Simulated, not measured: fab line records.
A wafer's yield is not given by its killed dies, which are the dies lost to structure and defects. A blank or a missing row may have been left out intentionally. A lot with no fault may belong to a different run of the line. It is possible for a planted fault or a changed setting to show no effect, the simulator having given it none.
Struck lot and sound lot, side by side :: flow nandHarc :: 15 out of 1159 route steps
Sound: wafers L520.1, L520.2, L520.6. Struck: wafer L535.2 (L535.1, L535.4, from the same lot, were not struck and are left out); the cause is given at the end.
Order at every step that has rows: each side's tool, ch and its chambers, its first start. Under that, the readings that differ: sound wafers :: struck wafers :: difference of the means :: sigmas: that difference in standard deviations of wafers without a fault.
alike: a reading whose means differ by less than 2 such deviations, as well as words and numbers matching on both sides. not compared: withheld readings; readings where some wafer has no value; bounds like >300 that might hide an equal value; numbers whose values overlap and for which the record gives no deviation.
The two part at a step that has a row with sigmas, a row that says differs or no value, or rows on one side only. When numbers do not overlap yet have no deviation, they are printed without sigmas and do not part them. A reading missing from all wafers of one side parts the sides only when that side holds two or more wafers.

first, 7 steps without rows for these wafers: NHARC_A_CONTACT_COAT_87 (time 65 s); NHARC_A_CONTACT_COAT_02 (resist thk 90 nm); NHARC_A_CONTACT_SOFTBAKE_03 (time 55 s); NHARC_A_CONTACT_EBR_04; NHARC_A_CONTACT_EXPOSE_05 (exposes mask A CC); NHARC_A_CONTACT_PEB_06 (peb time 65 s); NHARC_A_CONTACT_DEVELOP_07 (develop time 35 s).
NHARC_A_CONTACT_CD_MEAS_08: the cd target is 100 nm.
  sound on cdSem-02 ch 0, day 16 22:23; struck on cdSem-01 ch 0, day 20 07:24
  alike: cdNm
NHARC_A_CONTACT_OVL_MEAS_09:
  sound: overlay-02 at day 16 22:29; struck: overlay-01 at day 20 07:29
reading: overlayYNm (nm)
sound: 1.1 1.1 0.8
struck: -1.0
difference: -2.0
sigmas: -2
  alike: overlayXNm
NHARC_A_CONTACT_INSPECT_10:
  sound: defectInspect-02 at day 16 22:31; struck: defectInspect-02 at day 20 07:31
  alike: rawDefectCount
NHARC_A_CONTACT_DESCUM_13: chemistry O2, time 3 s.
  sound on rieDiel-04 ch 0,1, day 16 22:35; struck on rieDiel-08 ch 2, day 20 07:39
  alike: drypumpMotorCurrentA, o2FlowSccm, oesProductAu, rfVppV, showerheadPlenumPTorr, throttleValvePct
  not compared: rfHoursCounterH
NHARC_A_CONTACT_ETCH_88: etches the open film in CF4, target depth 39 nm, time 65 s.
  sound on rieDiel-04 ch 1,2, day 16 22:40; struck on rieDiel-08 ch 0, day 20 07:44
  alike: drypumpMotorCurrentA, oesProductAu, rfVppV, showerheadPlenumPTorr, throttleValvePct
  not compared: rfHoursCounterH
NHARC_A_CONTACT_ETCH_89: etches the open film in N2/H2, target depth 260 nm, time 475.3 s.
  sound on rieDiel-04 ch 0,1,2, day 16 22:47; struck on rieDiel-08 ch 0, day 20 07:53
reading: oesProductAu (a.u.)
sound: 0.998 0.995 0.999
struck: 0.869
difference: -0.128
sigmas: -13

reading: throttleValvePct (%)
sound: 14.177 14.180 14.175
struck: 14.151
difference: -0.026
sigmas: -3
  alike: drypumpMotorCurrentA, rfVppV, showerheadPlenumPTorr
  not compared: rfHoursCounterH
NHARC_A_CONTACT_ETCH_30: etches the open film in CF4/CHF3, target depth 60.5 nm, time 30.2 s.
  sound on rieDiel-04 ch 0,1,2; struck on rieDiel-08 ch 2
  alike: drypumpMotorCurrentA, oesProductAu, rfVppV, showerheadPlenumPTorr, throttleValvePct
  not compared: rfHoursCounterH
NHARC_END_SORT_01:
  the record has rows for the sound wafers here (prober-02 ch 0, day 19 11:19) and none for the struck ones

WHERE THEY PART
At NHARC_A_CONTACT_OVL_MEAS_09 first; at NHARC_END_SORT_01 last (within this record only).

WHY: the cause the simulator had injected
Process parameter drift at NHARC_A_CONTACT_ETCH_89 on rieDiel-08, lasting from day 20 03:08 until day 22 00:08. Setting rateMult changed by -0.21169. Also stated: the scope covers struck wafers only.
